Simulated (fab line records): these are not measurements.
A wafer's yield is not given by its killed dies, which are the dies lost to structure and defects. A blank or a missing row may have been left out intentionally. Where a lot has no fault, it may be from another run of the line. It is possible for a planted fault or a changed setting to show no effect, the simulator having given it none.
Chamber matching / flow nandHarc / cmp-02 running NHARC_P_BONDPAD_CMP_32: 4 sister chambers
The step polishes SiCN, target thk 200 nm. 7 wafers are shown with their chamber, then 7 later ones without.

== WAFERS WITH THEIR CHAMBER ==
wafer=L081.6; chamber=0; motorCurrentA (A)=13.8; slurryFilterDpKPa (kPa)=13.56
wafer=L089.2; chamber=2; motorCurrentA (A)=11.3; slurryFilterDpKPa (kPa)=13.70
wafer=L089.5; chamber=0; motorCurrentA (A)=13.6; slurryFilterDpKPa (kPa)=13.52
wafer=L093.2; chamber=3; motorCurrentA (A)=10.5; slurryFilterDpKPa (kPa)=13.59
wafer=L093.5; chamber=1; motorCurrentA (A)=11.5; slurryFilterDpKPa (kPa)=13.35
wafer=L094.3; chamber=3; motorCurrentA (A)=10.6; slurryFilterDpKPa (kPa)=13.56
wafer=L094.4; chamber=1; motorCurrentA (A)=11.5; slurryFilterDpKPa (kPa)=13.38

== WAFERS MISSING THEIR CHAMBER ==
wafer=L094.6; motorCurrentA (A)=11.9; slurryFilterDpKPa (kPa)=13.67
wafer=L095.1; motorCurrentA (A)=10.9; slurryFilterDpKPa (kPa)=13.68
wafer=L095.4; motorCurrentA (A)=11.6; slurryFilterDpKPa (kPa)=13.65
wafer=L095.5; motorCurrentA (A)=13.1; slurryFilterDpKPa (kPa)=13.38
wafer=L097.3; motorCurrentA (A)=12.1; slurryFilterDpKPa (kPa)=13.73
wafer=L097.4; motorCurrentA (A)=10.7; slurryFilterDpKPa (kPa)=13.53
wafer=L097.6; motorCurrentA (A)=13.6; slurryFilterDpKPa (kPa)=13.60

== EACH ONE'S CHAMBER ==
wafer=L094.6; from the rows above=2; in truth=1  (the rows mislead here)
wafer=L095.1; from the rows above=can't be placed: 2 or 3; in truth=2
wafer=L095.4; from the rows above=2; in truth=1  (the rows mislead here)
wafer=L095.5; from the rows above=0; in truth=0
wafer=L097.3; from the rows above=2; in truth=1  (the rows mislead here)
wafer=L097.4; from the rows above=3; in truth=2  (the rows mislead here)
wafer=L097.6; from the rows above=0; in truth=0
2 of 7 placed correctly. Unplaceable from these rows: 1, with the true chamber sitting among the candidates in 1. Number placed wrongly: 4.
How it was worked out, from the rows above alone: a wafer's distance from a chamber is the root of the sum, over the readings, of the square of ((its reading less the chamber's mean) divided by the reading's scatter). If the next closest chamber is less than 2 further off than the closest, the wafer can't be placed; otherwise it belongs to the closest. The mean given for a chamber averages the wafers shown for that chamber. The scatter: take each reading less its chamber's mean, square it, sum over the shown wafers, divide by the number of wafers less the number of chambers, and take the root.
